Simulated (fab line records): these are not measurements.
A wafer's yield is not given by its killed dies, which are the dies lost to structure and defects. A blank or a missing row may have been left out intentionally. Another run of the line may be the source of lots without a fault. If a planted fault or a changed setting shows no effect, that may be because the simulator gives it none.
Split-lot experiment :: flow n5-finfet :: 21 wafers read from 7 lots, route of 1938 steps

## THE SPLIT ITSELF
At N5_PMOS_HMC_CHANNEL_EPI_PEB_07 (peb time 60 s), the setting peb-temp-c was moved away from the recipe's 110 C on 8 of the 21 wafers read, by -1.8% to +3.4%. The other wafers ran this setting at the recipe's value.

## FROM THE SPLIT TO THE READING: what the file shows between them, 1 step
- N5_PMOS_HMC_CHANNEL_EPI_DEVELOP_08: develop time 30 s

## THE READING
cd-nm (nm) at N5_PMOS_HMC_CHANNEL_EPI_CD_MEAS_09, where the cd target is 237.4 nm. On this fab line, fault-free wafers typically give 237.1 nm with a standard deviation of 0.9 nm.

wafer: L076.1
tool, chamber at the split: litho-track-03, 0
peb-temp-c as run, C: 110
against the recipe: recipe
cd-nm, nm: 237.0
against lot-mates on the recipe: -

wafer: L076.2
tool, chamber at the split: litho-track-03, 0
peb-temp-c as run, C: 113.7
against the recipe: +3.4%
cd-nm, nm: 247.9
against lot-mates on the recipe: +10.9

wafer: L076.4
tool, chamber at the split: litho-track-03, 0
peb-temp-c as run, C: 113.7
against the recipe: +3.4%
cd-nm, nm: 248.8
against lot-mates on the recipe: +11.8

wafer: L079.1
tool, chamber at the split: litho-track-05, 0
peb-temp-c as run, C: 110
against the recipe: recipe
cd-nm, nm: 236.9
against lot-mates on the recipe: -

wafer: L079.3
tool, chamber at the split: litho-track-05, 0
peb-temp-c as run, C: 110
against the recipe: recipe
cd-nm, nm: 236.8
against lot-mates on the recipe: -

wafer: L079.6
tool, chamber at the split: litho-track-05, 0
peb-temp-c as run, C: 108
against the recipe: -1.8%
cd-nm, nm: 230.2
against lot-mates on the recipe: -6.7

wafer: L083.3
tool, chamber at the split: litho-track-04, 0
peb-temp-c as run, C: 108.9
against the recipe: -1.0%
cd-nm, nm: 233.0
against lot-mates on the recipe: -3.0

wafer: L083.5
tool, chamber at the split: litho-track-04, 0
peb-temp-c as run, C: 108.9
against the recipe: -1.0%
cd-nm, nm: 232.1
against lot-mates on the recipe: -3.9

wafer: L083.6
tool, chamber at the split: litho-track-04, 0
peb-temp-c as run, C: 110
against the recipe: recipe
cd-nm, nm: 236.0
against lot-mates on the recipe: -

wafer: L088.2
tool, chamber at the split: litho-track-05, 0
peb-temp-c as run, C: 110
against the recipe: recipe
cd-nm, nm: 236.4
against lot-mates on the recipe: -

wafer: L088.3
tool, chamber at the split: litho-track-05, 0
peb-temp-c as run, C: 110
against the recipe: recipe
cd-nm, nm: 241.0
against lot-mates on the recipe: -

wafer: L088.4
tool, chamber at the split: litho-track-05, 0
peb-temp-c as run, C: 108.2
against the recipe: -1.6%
cd-nm, nm: 232.9
against lot-mates on the recipe: -5.8

wafer: L091.1
tool, chamber at the split: litho-track-05, 0
peb-temp-c as run, C: 110
against the recipe: recipe
cd-nm, nm: 233.8
against lot-mates on the recipe: -

wafer: L091.4
tool, chamber at the split: litho-track-05, 0
peb-temp-c as run, C: 110
against the recipe: recipe
cd-nm, nm: 236.3
against lot-mates on the recipe: -

wafer: L091.5
tool, chamber at the split: litho-track-05, 0
peb-temp-c as run, C: 110
against the recipe: recipe
cd-nm, nm: 233.3
against lot-mates on the recipe: -

wafer: L096.3
tool, chamber at the split: litho-track-05, 0
peb-temp-c as run, C: 110
against the recipe: recipe
cd-nm, nm: 236.2
against lot-mates on the recipe: -

wafer: L096.5
tool, chamber at the split: litho-track-05, 0
peb-temp-c as run, C: 112
against the recipe: +1.8%
cd-nm, nm: 246.1
against lot-mates on the recipe: +9.9

wafer: L096.6
tool, chamber at the split: litho-track-05, 0
peb-temp-c as run, C: 112
against the recipe: +1.8%
cd-nm, nm: 246.1
against lot-mates on the recipe: +9.9

wafer: L097.2
tool, chamber at the split: litho-track-04, 0
peb-temp-c as run, C: 110
against the recipe: recipe
cd-nm, nm: 237.5
against lot-mates on the recipe: -

wafer: L097.4
tool, chamber at the split: litho-track-04, 0
peb-temp-c as run, C: 110
against the recipe: recipe
cd-nm, nm: 236.7
against lot-mates on the recipe: -

wafer: L097.5
tool, chamber at the split: litho-track-04, 0
peb-temp-c as run, C: 110
against the recipe: recipe
cd-nm, nm: 236.9
against lot-mates on the recipe: -

THE FIT
A straight line over all 21 wafers: cd-nm changes by +3.71 nm for each +1% of peb-temp-c; r = +0.94; the points scatter about the line by 1.8 nm.
The same after taking each lot's own level away (the mean of its wafers on the recipe; 21 wafers): +3.75 nm for each +1%; r = +0.96; scatter 1.4 nm.
That fit puts the effect of the largest move of peb-temp-c on the reading at 13 nm.
From 234.47 to 238.70 nm: that is the span of the lots' own levels, equal to 4.7 times the standard deviation above.
The two slopes are in agreement: the lot-to-lot level therefore moves the slope only a little.
Check: with one of the wafers moved furthest among these (+3.4%) left out of the fit, the line predicts +13.8 nm for it against its lot-mates. It came out at +10.9 nm against them.

## FURTHER SPLITS ON THESE WAFERS
These wafers also went through other splits before the reading. Each is held against what the fit with the lots' levels taken away leaves over:
other split on the same wafers: N5_PMOS_HMC_CHANNEL_EPI_EXPOSE_06 dose-mj
wafers away from the commonest value: 5
r with cd-nm (lot level and that fit taken away): +0.70

## THE WHOLE CHAIN: every reading that the file lists as answering this split, in the file's order
step: N5_PMOS_HMC_CHANNEL_EPI_CD_MEAS_09
what it does: target cd 237.4 nm
reading: cd-nm
change (the file's fit): +3.75 nm for each +1% of the setting
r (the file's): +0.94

step: N5_PMOS_HMC_CHANNEL_EPI_DESCUM_14
what it does: chemistry O2, time 7.9 s
reading: PMOS_HMC_CHANNEL_EPI.cd-nm (the simulator's own value, which no gauge read)
change (the file's fit): +3.74 nm for each +1% of the setting
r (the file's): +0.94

step: N5_PMOS_HMC_CHANNEL_EPI_ETCH_32
what it does: etches BARC in N2/H2, stops on SiO2, target depth 85.8 nm, time 50.3 s
reading: PMOS_HMC_CHANNEL_EPI.cd-nm (the simulator's own value, which no gauge read)
change (the file's fit): +3.4 nm for each +1% of the setting
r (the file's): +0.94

## FILE'S OWN FIT
cd-nm changes by +3.75 nm for each +1% of peb-temp-c, r = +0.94.
